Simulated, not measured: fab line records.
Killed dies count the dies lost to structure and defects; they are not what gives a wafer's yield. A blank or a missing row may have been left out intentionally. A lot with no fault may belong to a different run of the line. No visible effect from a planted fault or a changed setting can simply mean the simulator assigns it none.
Chamber matching | flow n5Finfet | N5_BEOL_M8_STRIP_19 on rieDiel-01: 4 sister chambers
The step strips in O2. 8 wafers are shown with their chamber, then 9 later ones without.

## EACH WAFER AND ITS CHAMBER
wafer  | chamber | throttleValvePct (%) | showerheadPlenumPTorr (Torr)
L076.1 | 0       | 16.74                | 2.12
L080.1 | 3       | 16.92                | 2.07
L081.1 | 0       | 16.78                | 2.11
L081.2 | 3       | 16.89                | 2.06
L081.6 | 2       | 16.87                | 2.11
L084.2 | 1       | 16.58                | 2.11
L084.5 | 2       | 16.86                | 2.11
L084.6 | 1       | 16.56                | 2.11

## WAFERS MISSING THEIR CHAMBER
wafer  | throttleValvePct (%) | showerheadPlenumPTorr (Torr)
L086.1 | 16.59                | 2.11
L086.3 | 16.96                | 2.06
L086.5 | 16.89                | 2.11
L095.2 | 16.97                | 2.05
L095.5 | 16.97                | 2.05
L095.6 | 16.93                | 2.10
L094.3 | 16.83                | 2.10
L094.5 | 16.97                | 2.05
L094.6 | 16.82                | 2.10

## CHAMBER TAKEN BY EACH
wafer  | from the rows above     | in truth
L086.1 | 1                       | 1
L086.3 | 3                       | 3
L086.5 | 2                       | 2
L095.2 | 3                       | 3
L095.5 | 3                       | 3
L095.6 | 2                       | 2
L094.3 | 2                       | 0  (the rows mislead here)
L094.5 | 3                       | 3
L094.6 | can't be placed: 2 or 0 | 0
Placed correctly: 7 of 9. From these rows, 1 cannot be placed; in 1 the true chamber is one of the candidates. Number placed wrongly: 1.
How it was worked out, from the rows above alone: a wafer's distance from a chamber is the root of the sum, over the readings, of the square of ((its reading less the chamber's mean) divided by the reading's scatter). If the next closest chamber is less than 2 further off than the closest, the wafer can't be placed; otherwise it belongs to the closest. The mean given for a chamber averages the wafers shown for that chamber. The scatter is the square root of a quotient: the sum, over the shown wafers, of each reading's squared deviation from its chamber's mean, divided by wafers minus chambers.
